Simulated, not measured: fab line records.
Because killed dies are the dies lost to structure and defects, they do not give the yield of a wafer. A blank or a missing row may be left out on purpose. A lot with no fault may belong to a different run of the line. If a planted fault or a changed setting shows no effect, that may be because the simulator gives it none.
A single fault, viewed from 2 desks -- flow nand-harc -- every desk sees just its own numbers, and what lay behind them comes last

TOOL OWNER'S DESK, pecvd-02
The tool's own readings at NHARC_A_ONON_D1_DEP_33 (deposits SiO2, target thk 200 nm): means of the sampled wafers that have a number, for each lot that ran on this tool. The brackets show how far a lot's mean lies from the usual mean; more than 4 standard deviations puts the lot out of limits, marked OUT.
Columns: A = heater-power-w at NHARC_A_ONON_D1_DEP_33, usual 563 W; B = rf-fwd-power-W at NHARC_A_ONON_D1_DEP_33, usual 898.4 W; C = throttle-valve-pct at NHARC_A_ONON_D1_DEP_33, usual 16.3 %
lot,first seen here,A,B,C
L993,day 8 12:22,561,899.1,16.4
L996,day 8 22:13,524,899.2,16.5
L106,day 11 06:17,596,899.4,16.5
L111,day 12 23:02,532,1019.6 (+42) OUT,16.7
L114,day 13 06:05,542,1074.4 (+61) OUT,16.6
Finding of this desk: L111, L114 out of limits; the first was L111 at day 12 23:02, on rf-fwd-power-W at NHARC_A_ONON_D1_DEP_33. In limits: L993, L996, L106.

FROM THE METROLOGY DESK
Lot by lot, what the gauges showed, no matter which tool ran the lot: averages of those sampled wafers that carry a number. The brackets show how far a lot's mean lies from the usual mean; more than 4 standard deviations puts the lot out of limits, marked OUT.
Columns: A = thk-nm at NHARC_A_ONON_D1_THK_MEAS_34, usual 200.4 nm
lot,first seen here,A
L995,day 8 12:37,202.1
L993,day 8 12:44,197.6
L996,day 8 22:37,202.9
L102,day 10 12:00,198.5
L101,day 10 12:09,200.1
L106,day 11 06:42,203.3
L104,day 11 06:51,203.8
L105,day 11 21:44,202.5
L111,day 12 23:28,207.6
L114,day 13 06:27,213.1 (+4.7) OUT
L115,day 14 01:48,198.2
Finding of this desk: L114 out of limits; the first was L114 at day 13 06:27, on thk-nm at NHARC_A_ONON_D1_THK_MEAS_34. In limits: L995, L993, L996, L102, L101, L106, L104, L105, L111, L115.

PUT TOGETHER
The tool owner's desk had the chance to raise an alarm at day 12 23:02 on L111, L114.
L114 would have let the metrology desk raise an alarm at day 13 06:27.
The metrology desk has L111 on record, within its limits.
Every lot named ran NHARC_A_ONON_D1_DEP_33 on pecvd-02.

WHAT THE SIMULATOR HAD PUT IN
pecvd-02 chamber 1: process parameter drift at NHARC_A_ONON_D1_DEP_33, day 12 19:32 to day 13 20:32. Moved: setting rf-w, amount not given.
Shown lots that were struck: L111, L114.
Hours from the fault's start to each desk's first reading out of limits: the tool owner's desk, 4; the metrology desk, 11.
